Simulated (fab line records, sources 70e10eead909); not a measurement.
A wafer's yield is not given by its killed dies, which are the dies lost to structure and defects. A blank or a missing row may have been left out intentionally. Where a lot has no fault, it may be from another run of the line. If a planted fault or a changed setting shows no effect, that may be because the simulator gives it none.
The tool behind it: which one? || flow nand_harc || 72 wafers from 24 lots sampled at 6 of the route's 1159 steps

WHAT EACH GAUGE READ, for each wafer
NHARC_P_GATE_CD_MEAS_91: the cd target is 2000 nm. Usual: cd_nm 1999.7 nm, standard deviation 1.3.
{"lot": "L074", "measured": "day 4 21:55", "on": "cd_sem-01", "cd_nm (nm)": "1999.8 2000.4 1999.0", "flag": ""}
{"lot": "L075", "measured": "day 5 17:08", "on": "cd_sem-03", "cd_nm (nm)": "1999.9 1999.9 2002.5", "flag": ""}
{"lot": "L076", "measured": "day 5 17:18", "on": "cd_sem-01", "cd_nm (nm)": "1998.2 2000.3 1999.8", "flag": ""}
{"lot": "L077", "measured": "day 6 01:37", "on": "cd_sem-01", "cd_nm (nm)": "1997.4 1998.5 1998.5", "flag": ""}
{"lot": "L078", "measured": "day 6 07:38", "on": "cd_sem-03", "cd_nm (nm)": "1999.1 2000.3 2000.9", "flag": ""}
{"lot": "L079", "measured": "day 6 15:56", "on": "cd_sem-01", "cd_nm (nm)": "2000.2 2000.4 2000.1", "flag": ""}
{"lot": "L080", "measured": "day 7 01:32", "on": "cd_sem-01", "cd_nm (nm)": "2002.7 2002.5 2000.0", "flag": ""}
{"lot": "L082", "measured": "day 7 03:03", "on": "cd_sem-02", "cd_nm (nm)": "1997.9 1998.2 1999.8", "flag": ""}
{"lot": "L081", "measured": "day 7 04:01", "on": "cd_sem-01", "cd_nm (nm)": "2000.2 1999.5 2000.9", "flag": ""}
{"lot": "L084", "measured": "day 7 15:16", "on": "cd_sem-03", "cd_nm (nm)": "2001.6 1999.0 1998.1", "flag": ""}
{"lot": "L083", "measured": "day 7 15:55", "on": "cd_sem-01", "cd_nm (nm)": "1999.2 1997.9 1997.6", "flag": ""}
{"lot": "L085", "measured": "day 8 16:37", "on": "cd_sem-01", "cd_nm (nm)": "2001.0 2000.8 2000.8", "flag": ""}
{"lot": "L088", "measured": "day 8 17:35", "on": "cd_sem-01", "cd_nm (nm)": "1999.4 2000.6 1999.8", "flag": ""}
{"lot": "L086", "measured": "day 8 18:04", "on": "cd_sem-02", "cd_nm (nm)": "1999.8 2001.5 2001.3", "flag": ""}
{"lot": "L087", "measured": "day 9 00:56", "on": "cd_sem-03", "cd_nm (nm)": "1998.0 1999.9 2001.1", "flag": ""}
{"lot": "L090", "measured": "day 9 05:56", "on": "cd_sem-03", "cd_nm (nm)": "1999.6 1999.6 2001.0", "flag": ""}
{"lot": "L089", "measured": "day 9 06:55", "on": "cd_sem-02", "cd_nm (nm)": "1998.3 1998.6 1998.7", "flag": ""}
{"lot": "L091", "measured": "day 9 15:38", "on": "cd_sem-03", "cd_nm (nm)": "2000.3 2000.3 1999.5", "flag": ""}
{"lot": "L092", "measured": "day 9 22:08", "on": "cd_sem-02", "cd_nm (nm)": "2001.1 2002.3 2002.2", "flag": ""}
{"lot": "L094", "measured": "day 10 08:06", "on": "cd_sem-02", "cd_nm (nm)": "1997.9 1999.5 1999.3", "flag": ""}
{"lot": "L093", "measured": "day 10 09:49", "on": "cd_sem-01", "cd_nm (nm)": "2000.7 2001.7 1998.5", "flag": ""}
{"lot": "L095", "measured": "day 10 17:13", "on": "cd_sem-01", "cd_nm (nm)": "1998.1 1999.0 1999.5", "flag": ""}
{"lot": "L096", "measured": "day 10 19:40", "on": "cd_sem-02", "cd_nm (nm)": "2000.1 1999.3 2001.0", "flag": ""}
{"lot": "L097", "measured": "day 11 12:12", "on": "cd_sem-02", "cd_nm (nm)": "1998.5 1999.4 1998.4", "flag": ""}

NHARC_A_START_INSPECT_01. Usual: raw_defect_count 3.7, standard deviation 2.1.
{"lot": "L074", "measured": "day 6 02:13", "on": "defect_inspect-02", "raw_defect_count": "9 1 6", "flag": ""}
{"lot": "L075", "measured": "day 7 00:19", "on": "defect_inspect-01", "raw_defect_count": "3 3 2", "flag": ""}
{"lot": "L076", "measured": "day 7 01:26", "on": "defect_inspect-01", "raw_defect_count": "0 2 5", "flag": ""}
{"lot": "L077", "measured": "day 7 03:45", "on": "defect_inspect-01", "raw_defect_count": "3 3 2", "flag": ""}
{"lot": "L078", "measured": "day 7 09:37", "on": "defect_inspect-01", "raw_defect_count": "9 3 5", "flag": ""}
{"lot": "L079", "measured": "day 7 16:48", "on": "defect_inspect-02", "raw_defect_count": "7 6 5", "flag": ""}
{"lot": "L080", "measured": "day 8 06:49", "on": "defect_inspect-01", "raw_defect_count": "4 3 6", "flag": ""}
{"lot": "L082", "measured": "day 8 07:53", "on": "defect_inspect-01", "raw_defect_count": "4 2 7", "flag": ""}
{"lot": "L081", "measured": "day 8 09:41", "on": "defect_inspect-02", "raw_defect_count": "3 3 2", "flag": ""}
{"lot": "L084", "measured": "day 8 16:47", "on": "defect_inspect-01", "raw_defect_count": "5 5 4", "flag": ""}
{"lot": "L083", "measured": "day 8 17:58", "on": "defect_inspect-01", "raw_defect_count": "4 4 2", "flag": ""}
{"lot": "L085", "measured": "day 9 19:25", "on": "defect_inspect-01", "raw_defect_count": "7 3 4", "flag": ""}
{"lot": "L088", "measured": "day 9 20:28", "on": "defect_inspect-01", "raw_defect_count": "2 1 6", "flag": ""}
{"lot": "L086", "measured": "day 9 21:08", "on": "defect_inspect-02", "raw_defect_count": "6 2 2", "flag": ""}
{"lot": "L087", "measured": "day 10 09:52", "on": "defect_inspect-02", "raw_defect_count": "7 6 2", "flag": ""}
{"lot": "L090", "measured": "day 10 18:37", "on": "defect_inspect-02", "raw_defect_count": "5 4 4", "flag": ""}
{"lot": "L089", "measured": "day 10 20:41", "on": "defect_inspect-02", "raw_defect_count": "6 6 3", "flag": ""}
{"lot": "L091", "measured": "day 10 23:25", "on": "defect_inspect-01", "raw_defect_count": "3 1 6", "flag": ""}
{"lot": "L092", "measured": "day 11 00:02", "on": "defect_inspect-01", "raw_defect_count": "4 2 2", "flag": ""}
{"lot": "L094", "measured": "day 11 09:07", "on": "defect_inspect-02", "raw_defect_count": "0 5 5", "flag": ""}
{"lot": "L093", "measured": "day 11 13:45", "on": "defect_inspect-01", "raw_defect_count": "4 5 2", "flag": ""}
{"lot": "L095", "measured": "day 11 18:50", "on": "defect_inspect-01", "raw_defect_count": "1 11 4", "flag": ""}
{"lot": "L096", "measured": "day 11 20:53", "on": "defect_inspect-01", "raw_defect_count": "5 5 2", "flag": ""}
{"lot": "L097", "measured": "day 12 14:26", "on": "defect_inspect-01", "raw_defect_count": "4 6 6", "flag": ""}

NHARC_A_SOURCE_PLATE_THK_MEAS_09: measures by ellipsometry. Usual: thk_nm 9.7 nm, standard deviation 1.
{"lot": "L074", "measured": "day 6 12:13", "on": "film_metro-02", "thk_nm (nm)": "10.4 9.3 9.2", "flag": ""}
{"lot": "L075", "measured": "day 7 10:34", "on": "film_metro-01", "thk_nm (nm)": "9.7 8.4 11.1", "flag": ""}
{"lot": "L076", "measured": "day 7 10:34", "on": "film_metro-02", "thk_nm (nm)": "11.0 9.6 8.3", "flag": ""}
{"lot": "L077", "measured": "day 7 10:35", "on": "film_metro-01", "thk_nm (nm)": "9.7 8.9 9.2", "flag": ""}
{"lot": "L078", "measured": "day 7 20:50", "on": "film_metro-02", "thk_nm (nm)": "8.9 9.8 9.4", "flag": ""}
{"lot": "L079", "measured": "day 8 03:28", "on": "film_metro-02", "thk_nm (nm)": "11.2 10.0 8.7", "flag": ""}
{"lot": "L080", "measured": "day 8 16:29", "on": "film_metro-01", "thk_nm (nm)": "8.8 12.1 8.4", "flag": ""}
{"lot": "L082", "measured": "day 8 16:30", "on": "film_metro-01", "thk_nm (nm)": "8.8 10.3 8.8", "flag": ""}
{"lot": "L081", "measured": "day 8 16:29", "on": "film_metro-02", "thk_nm (nm)": "9.9 9.6 9.4", "flag": ""}
{"lot": "L084", "measured": "day 9 06:32", "on": "film_metro-01", "thk_nm (nm)": "9.4 9.0 10.6", "flag": ""}
{"lot": "L083", "measured": "day 9 06:32", "on": "film_metro-02", "thk_nm (nm)": "9.4 8.9 10.5", "flag": ""}
{"lot": "L085", "measured": "day 10 05:07", "on": "film_metro-02", "thk_nm (nm)": "10.5 10.1 9.3", "flag": ""}
{"lot": "L088", "measured": "day 10 05:07", "on": "film_metro-02", "thk_nm (nm)": "10.8 9.9 10.5", "flag": ""}
{"lot": "L086", "measured": "day 10 05:06", "on": "film_metro-02", "thk_nm (nm)": "8.0 9.0 11.5", "flag": ""}
{"lot": "L087", "measured": "day 10 19:39", "on": "film_metro-01", "thk_nm (nm)": "8.8 8.0 10.2", "flag": ""}
{"lot": "L090", "measured": "day 11 04:07", "on": "film_metro-01", "thk_nm (nm)": "10.0 10.6 8.8", "flag": ""}
{"lot": "L089", "measured": "day 11 04:08", "on": "film_metro-02", "thk_nm (nm)": "8.2 5.9 7.7", "flag": ""}
{"lot": "L091", "measured": "day 11 11:25", "on": "film_metro-02", "thk_nm (nm)": "9.5 11.9 10.5", "flag": ""}
{"lot": "L092", "measured": "day 11 11:25", "on": "film_metro-01", "thk_nm (nm)": "11.0 9.9 8.0", "flag": ""}
{"lot": "L094", "measured": "day 11 18:37", "on": "film_metro-02", "thk_nm (nm)": "10.4 10.3 9.9", "flag": ""}
{"lot": "L093", "measured": "day 11 23:35", "on": "film_metro-01", "thk_nm (nm)": "10.4 10.8 9.8", "flag": ""}
{"lot": "L095", "measured": "day 12 04:43", "on": "film_metro-01", "thk_nm (nm)": "9.4 9.7 11.7", "flag": ""}
{"lot": "L096", "measured": "day 12 04:44", "on": "film_metro-01", "thk_nm (nm)": "11.3 11.5 11.3", "flag": ""}
{"lot": "L097", "measured": "day 12 23:01", "on": "film_metro-01", "thk_nm (nm)": "10.8 8.3 9.9", "flag": ""}

TOOL THAT RAN EACH LOT (tool first, then ch and the chambers of the sampled wafers, then the start)
{"lot": "L074", "NHARC_P_CONTACT_ETCH_18": "rie_diel-09 ch 0,1,2, day 5 04:28 or earlier", "NHARC_P_CONTACT_DEGAS_38": "pvd_sputter-01, day 5 04:28", "NHARC_P_M1_PRE_CLEAN_30": "pvd_sputter-02, day 6 02:13 or earlier"}
{"lot": "L075", "NHARC_P_CONTACT_ETCH_18": "rie_diel-08 ch 1,2, day 5 23:42 or earlier", "NHARC_P_CONTACT_DEGAS_38": "pvd_sputter-02, day 5 23:42", "NHARC_P_M1_PRE_CLEAN_30": "pvd_sputter-01, day 7 00:19 or earlier"}
{"lot": "L076", "NHARC_P_CONTACT_ETCH_18": "rie_diel-09 ch 0,1,3, day 6 00:38 or earlier", "NHARC_P_CONTACT_DEGAS_38": "pvd_sputter-03, day 6 00:38", "NHARC_P_M1_PRE_CLEAN_30": "pvd_sputter-01, day 7 01:26 or earlier"}
{"lot": "L077", "NHARC_P_CONTACT_ETCH_18": "rie_diel-06 ch 0,2, day 6 08:11 or earlier", "NHARC_P_CONTACT_DEGAS_38": "pvd_sputter-02, day 6 08:11", "NHARC_P_M1_PRE_CLEAN_30": "pvd_sputter-02, day 7 03:45 or earlier"}
{"lot": "L078", "NHARC_P_CONTACT_ETCH_18": "rie_diel-06 ch 0,1,3, day 6 14:10 or earlier", "NHARC_P_CONTACT_DEGAS_38": "pvd_sputter-02, day 6 14:10", "NHARC_P_M1_PRE_CLEAN_30": "pvd_sputter-01, day 7 09:37 or earlier"}
{"lot": "L079", "NHARC_P_CONTACT_ETCH_18": "rie_diel-08 ch 1,2, day 6 22:26 or earlier", "NHARC_P_CONTACT_DEGAS_38": "pvd_sputter-01, day 6 22:26", "NHARC_P_M1_PRE_CLEAN_30": "pvd_sputter-01, day 7 16:48 or earlier"}
{"lot": "L080", "NHARC_P_CONTACT_ETCH_18": "rie_diel-08 ch 1,2,3, day 7 08:00 or earlier", "NHARC_P_CONTACT_DEGAS_38": "pvd_sputter-01, day 7 08:00", "NHARC_P_M1_PRE_CLEAN_30": "pvd_sputter-03, day 8 06:49 or earlier"}
{"lot": "L082", "NHARC_P_CONTACT_ETCH_18": "rie_diel-08 ch 0,1,2, day 7 09:38 or earlier", "NHARC_P_CONTACT_DEGAS_38": "pvd_sputter-03, day 7 09:38", "NHARC_P_M1_PRE_CLEAN_30": "pvd_sputter-03, day 8 07:53 or earlier"}
{"lot": "L081", "NHARC_P_CONTACT_ETCH_18": "rie_diel-06 ch 0,1,2, day 7 10:50 or earlier", "NHARC_P_CONTACT_DEGAS_38": "pvd_sputter-03, day 7 10:50", "NHARC_P_M1_PRE_CLEAN_30": "pvd_sputter-03, day 8 09:41 or earlier"}
{"lot": "L084", "NHARC_P_CONTACT_ETCH_18": "rie_diel-06 ch 0,3, day 7 22:26 or earlier", "NHARC_P_CONTACT_DEGAS_38": "pvd_sputter-02, day 7 22:26", "NHARC_P_M1_PRE_CLEAN_30": "pvd_sputter-02, day 8 16:47 or earlier"}
{"lot": "L083", "NHARC_P_CONTACT_ETCH_18": "rie_diel-08 ch 0,2,3, day 7 22:48 or earlier", "NHARC_P_CONTACT_DEGAS_38": "pvd_sputter-02, day 7 22:48", "NHARC_P_M1_PRE_CLEAN_30": "pvd_sputter-01, day 8 17:58 or earlier"}
{"lot": "L085", "NHARC_P_CONTACT_ETCH_18": "rie_diel-08 ch 2,3, day 8 23:37 or earlier", "NHARC_P_CONTACT_DEGAS_38": "pvd_sputter-01, day 8 23:37", "NHARC_P_M1_PRE_CLEAN_30": "pvd_sputter-01, day 9 19:25 or earlier"}
{"lot": "L088", "NHARC_P_CONTACT_ETCH_18": "rie_diel-06 ch 2,3, day 9 00:38 or earlier", "NHARC_P_CONTACT_DEGAS_38": "pvd_sputter-02, day 9 00:38", "NHARC_P_M1_PRE_CLEAN_30": "pvd_sputter-03, day 9 20:28 or earlier"}
{"lot": "L086", "NHARC_P_CONTACT_ETCH_18": "rie_diel-06 ch 0,2,3, day 9 01:55 or earlier", "NHARC_P_CONTACT_DEGAS_38": "pvd_sputter-03, day 9 01:55", "NHARC_P_M1_PRE_CLEAN_30": "pvd_sputter-03, day 9 21:08 or earlier"}
{"lot": "L087", "NHARC_P_CONTACT_ETCH_18": "rie_diel-08 ch 1,2,3, day 9 07:23 or earlier", "NHARC_P_CONTACT_DEGAS_38": "pvd_sputter-02, day 9 07:23", "NHARC_P_M1_PRE_CLEAN_30": "pvd_sputter-03, day 10 09:52 or earlier"}
{"lot": "L090", "NHARC_P_CONTACT_ETCH_18": "rie_diel-08 ch 0,1,3, day 9 12:36 or earlier", "NHARC_P_CONTACT_DEGAS_38": "pvd_sputter-01, day 9 12:36", "NHARC_P_M1_PRE_CLEAN_30": "pvd_sputter-01, day 10 18:37 or earlier"}
{"lot": "L089", "NHARC_P_CONTACT_ETCH_18": "rie_diel-08 ch 0,1,3, day 9 13:43 or earlier", "NHARC_P_CONTACT_DEGAS_38": "pvd_sputter-01, day 9 13:43", "NHARC_P_M1_PRE_CLEAN_30": "pvd_sputter-02, day 10 20:41 or earlier"}
{"lot": "L091", "NHARC_P_CONTACT_ETCH_18": "rie_diel-06 ch 0,2,3, day 9 22:22 or earlier", "NHARC_P_CONTACT_DEGAS_38": "pvd_sputter-01, day 9 22:22", "NHARC_P_M1_PRE_CLEAN_30": "pvd_sputter-01, day 10 23:25 or earlier"}
{"lot": "L092", "NHARC_P_CONTACT_ETCH_18": "rie_diel-06 ch 2,3, day 10 04:37 or earlier", "NHARC_P_CONTACT_DEGAS_38": "pvd_sputter-01, day 10 04:37", "NHARC_P_M1_PRE_CLEAN_30": "pvd_sputter-03, day 11 00:02 or earlier"}
{"lot": "L094", "NHARC_P_CONTACT_ETCH_18": "rie_diel-06 ch 0,3, day 10 14:44 or earlier", "NHARC_P_CONTACT_DEGAS_38": "pvd_sputter-01, day 10 14:44", "NHARC_P_M1_PRE_CLEAN_30": "pvd_sputter-01, day 11 09:07 or earlier"}
{"lot": "L093", "NHARC_P_CONTACT_ETCH_18": "rie_diel-06 ch 1,2,3, day 10 16:29 or earlier", "NHARC_P_CONTACT_DEGAS_38": "pvd_sputter-01, day 10 16:29", "NHARC_P_M1_PRE_CLEAN_30": "pvd_sputter-03, day 11 13:45 or earlier"}
{"lot": "L095", "NHARC_P_CONTACT_ETCH_18": "rie_diel-06 ch 0,1,3, day 10 23:52 or earlier", "NHARC_P_CONTACT_DEGAS_38": "pvd_sputter-03, day 10 23:52", "NHARC_P_M1_PRE_CLEAN_30": "pvd_sputter-03, day 11 18:50 or earlier"}
{"lot": "L096", "NHARC_P_CONTACT_ETCH_18": "rie_diel-06 ch 0,1,2, day 11 02:14 or earlier", "NHARC_P_CONTACT_DEGAS_38": "pvd_sputter-01, day 11 02:14", "NHARC_P_M1_PRE_CLEAN_30": "pvd_sputter-02, day 11 20:53 or earlier"}
{"lot": "L097", "NHARC_P_CONTACT_ETCH_18": "rie_diel-06 ch 1,3, day 11 19:09 or earlier", "NHARC_P_CONTACT_DEGAS_38": "pvd_sputter-01, day 11 19:09", "NHARC_P_M1_PRE_CLEAN_30": "pvd_sputter-03, day 12 14:26 or earlier"}
- NHARC_P_CONTACT_ETCH_18: etches the open film in C4F8/O2/Ar, target depth 481 nm, time 240.5 s.
- NHARC_P_CONTACT_DEGAS_38: time 60 s.
- NHARC_P_M1_PRE_CLEAN_30: time 30 s.

WHAT THE TOOLS THEMSELVES READ (means of the sampled wafers that have a number; where no wafer has one, the mark that the record gives instead)
NHARC_P_CONTACT_ETCH_18. Usual: oes_product_au 0.964 a.u., standard deviation 0.0099; rf_vpp_V 981 V, standard deviation 6.8.
{"lot": "L074", "tool": "rie_diel-09", "oes_product_au (a.u.)": 0.960, "rf_vpp_V (V)": 973, "flag": ""}
{"lot": "L075", "tool": "rie_diel-08", "oes_product_au (a.u.)": 0.958, "rf_vpp_V (V)": 986, "flag": ""}
{"lot": "L076", "tool": "rie_diel-09", "oes_product_au (a.u.)": 0.962, "rf_vpp_V (V)": 975, "flag": ""}
{"lot": "L077", "tool": "rie_diel-06", "oes_product_au (a.u.)": 0.948, "rf_vpp_V (V)": 975, "flag": ""}
{"lot": "L078", "tool": "rie_diel-06", "oes_product_au (a.u.)": 0.968, "rf_vpp_V (V)": 981, "flag": ""}
{"lot": "L079", "tool": "rie_diel-08", "oes_product_au (a.u.)": 0.969, "rf_vpp_V (V)": 985, "flag": ""}
{"lot": "L080", "tool": "rie_diel-08", "oes_product_au (a.u.)": 0.965, "rf_vpp_V (V)": 984, "flag": ""}
{"lot": "L082", "tool": "rie_diel-08", "oes_product_au (a.u.)": 0.976, "rf_vpp_V (V)": 982, "flag": ""}
{"lot": "L081", "tool": "rie_diel-06", "oes_product_au (a.u.)": 0.959, "rf_vpp_V (V)": 978, "flag": ""}
{"lot": "L084", "tool": "rie_diel-06", "oes_product_au (a.u.)": 0.975, "rf_vpp_V (V)": 981, "flag": ""}
{"lot": "L083", "tool": "rie_diel-08", "oes_product_au (a.u.)": 0.963, "rf_vpp_V (V)": 982, "flag": ""}
{"lot": "L085", "tool": "rie_diel-08", "oes_product_au (a.u.)": 0.966, "rf_vpp_V (V)": 985, "flag": ""}
{"lot": "L088", "tool": "rie_diel-06", "oes_product_au (a.u.)": 0.958, "rf_vpp_V (V)": 981, "flag": ""}
{"lot": "L086", "tool": "rie_diel-06", "oes_product_au (a.u.)": 0.955, "rf_vpp_V (V)": 978, "flag": ""}
{"lot": "L087", "tool": "rie_diel-08", "oes_product_au (a.u.)": 0.968, "rf_vpp_V (V)": 984, "flag": ""}
{"lot": "L090", "tool": "rie_diel-08", "oes_product_au (a.u.)": 0.964, "rf_vpp_V (V)": 981, "flag": ""}
{"lot": "L089", "tool": "rie_diel-08", "oes_product_au (a.u.)": 0.967, "rf_vpp_V (V)": 980, "flag": ""}
{"lot": "L091", "tool": "rie_diel-06", "oes_product_au (a.u.)": 0.963, "rf_vpp_V (V)": 978, "flag": ""}
{"lot": "L092", "tool": "rie_diel-06", "oes_product_au (a.u.)": 0.958, "rf_vpp_V (V)": 984, "flag": ""}
{"lot": "L094", "tool": "rie_diel-06", "oes_product_au (a.u.)": 0.959, "rf_vpp_V (V)": 982, "flag": ""}
{"lot": "L093", "tool": "rie_diel-06", "oes_product_au (a.u.)": 0.975, "rf_vpp_V (V)": 984, "flag": ""}
{"lot": "L095", "tool": "rie_diel-06", "oes_product_au (a.u.)": 0.961, "rf_vpp_V (V)": 981, "flag": ""}
{"lot": "L096", "tool": "rie_diel-06", "oes_product_au (a.u.)": 0.962, "rf_vpp_V (V)": 978, "flag": ""}
{"lot": "L097", "tool": "rie_diel-06", "oes_product_au (a.u.)": 0.978, "rf_vpp_V (V)": 987, "flag": ""}

NHARC_P_CONTACT_DEGAS_38. Usual: heater_power_w 482 W, standard deviation 35.
{"lot": "L074", "tool": "pvd_sputter-01", "heater_power_w (W)": 501, "flag": ""}
{"lot": "L075", "tool": "pvd_sputter-02", "heater_power_w (W)": 468, "flag": ""}
{"lot": "L076", "tool": "pvd_sputter-03", "heater_power_w (W)": 503, "flag": ""}
{"lot": "L077", "tool": "pvd_sputter-02", "heater_power_w (W)": 509, "flag": ""}
{"lot": "L078", "tool": "pvd_sputter-02", "heater_power_w (W)": 473, "flag": ""}
{"lot": "L079", "tool": "pvd_sputter-01", "heater_power_w (W)": 495, "flag": ""}
{"lot": "L080", "tool": "pvd_sputter-01", "heater_power_w (W)": 495, "flag": ""}
{"lot": "L082", "tool": "pvd_sputter-03", "heater_power_w (W)": 486, "flag": ""}
{"lot": "L081", "tool": "pvd_sputter-03", "heater_power_w (W)": 478, "flag": ""}
{"lot": "L084", "tool": "pvd_sputter-02", "heater_power_w (W)": 506, "flag": ""}
{"lot": "L083", "tool": "pvd_sputter-02", "heater_power_w (W)": 486, "flag": ""}
{"lot": "L085", "tool": "pvd_sputter-01", "heater_power_w (W)": 477, "flag": ""}
{"lot": "L088", "tool": "pvd_sputter-02", "heater_power_w (W)": 487, "flag": ""}
{"lot": "L086", "tool": "pvd_sputter-03", "heater_power_w (W)": 510, "flag": ""}
{"lot": "L087", "tool": "pvd_sputter-02", "heater_power_w (W)": 471, "flag": ""}
{"lot": "L090", "tool": "pvd_sputter-01", "heater_power_w (W)": 503, "flag": ""}
{"lot": "L089", "tool": "pvd_sputter-01", "heater_power_w (W)": 501, "flag": ""}
{"lot": "L091", "tool": "pvd_sputter-01", "heater_power_w (W)": 482, "flag": ""}
{"lot": "L092", "tool": "pvd_sputter-01", "heater_power_w (W)": 501, "flag": ""}
{"lot": "L094", "tool": "pvd_sputter-01", "heater_power_w (W)": 479, "flag": ""}
{"lot": "L093", "tool": "pvd_sputter-01", "heater_power_w (W)": 472, "flag": ""}
{"lot": "L095", "tool": "pvd_sputter-03", "heater_power_w (W)": 467, "flag": ""}
{"lot": "L096", "tool": "pvd_sputter-01", "heater_power_w (W)": 487, "flag": ""}
{"lot": "L097", "tool": "pvd_sputter-01", "heater_power_w (W)": 487, "flag": ""}

NHARC_P_M1_PRE_CLEAN_30. Usual: heater_power_w 426 W, standard deviation 35.
{"lot": "L074", "tool": "pvd_sputter-02", "heater_power_w (W)": 416, "flag": ""}
{"lot": "L075", "tool": "pvd_sputter-01", "heater_power_w (W)": 433, "flag": ""}
{"lot": "L076", "tool": "pvd_sputter-01", "heater_power_w (W)": 427, "flag": ""}
{"lot": "L077", "tool": "pvd_sputter-02", "heater_power_w (W)": 429, "flag": ""}
{"lot": "L078", "tool": "pvd_sputter-01", "heater_power_w (W)": 434, "flag": ""}
{"lot": "L079", "tool": "pvd_sputter-01", "heater_power_w (W)": 415, "flag": ""}
{"lot": "L080", "tool": "pvd_sputter-03", "heater_power_w (W)": 444, "flag": ""}
{"lot": "L082", "tool": "pvd_sputter-03", "heater_power_w (W)": 425, "flag": ""}
{"lot": "L081", "tool": "pvd_sputter-03", "heater_power_w (W)": 424, "flag": ""}
{"lot": "L084", "tool": "pvd_sputter-02", "heater_power_w (W)": 416, "flag": ""}
{"lot": "L083", "tool": "pvd_sputter-01", "heater_power_w (W)": 428, "flag": ""}
{"lot": "L085", "tool": "pvd_sputter-01", "heater_power_w (W)": 414, "flag": ""}
{"lot": "L088", "tool": "pvd_sputter-03", "heater_power_w (W)": 461, "flag": ""}
{"lot": "L086", "tool": "pvd_sputter-03", "heater_power_w (W)": 453, "flag": ""}
{"lot": "L087", "tool": "pvd_sputter-03", "heater_power_w (W)": 400, "flag": ""}
{"lot": "L090", "tool": "pvd_sputter-01", "heater_power_w (W)": 424, "flag": ""}
{"lot": "L089", "tool": "pvd_sputter-02", "heater_power_w (W)": 414, "flag": ""}
{"lot": "L091", "tool": "pvd_sputter-01", "heater_power_w (W)": 424, "flag": ""}
{"lot": "L092", "tool": "pvd_sputter-03", "heater_power_w (W)": 427, "flag": ""}
{"lot": "L094", "tool": "pvd_sputter-01", "heater_power_w (W)": 440, "flag": ""}
{"lot": "L093", "tool": "pvd_sputter-03", "heater_power_w (W)": 433, "flag": ""}
{"lot": "L095", "tool": "pvd_sputter-03", "heater_power_w (W)": 422, "flag": ""}
{"lot": "L096", "tool": "pvd_sputter-02", "heater_power_w (W)": 434, "flag": ""}
{"lot": "L097", "tool": "pvd_sputter-03", "heater_power_w (W)": 450, "flag": ""}

THE ANSWER, worked out from the rows above alone
Rule: take the mean of a lot's wafers that have a number; if it is more than 3 standard deviations from the usual mean, the lot is off. Also off: a lot with no number at a reading for which 4 or more lots have one. Any other lot the step has rows for is counted as sound. After the gauges, taken in route order, come the tools' own readings; for these a lot's mean is taken, as printed above. At the first step where some lot is off, the reading lying furthest off is the one used; lots without a number count as furthest.
None of the lots is off at any reading shown; this tells nothing.

WHAT THE SIMULATOR HAD PUT IN
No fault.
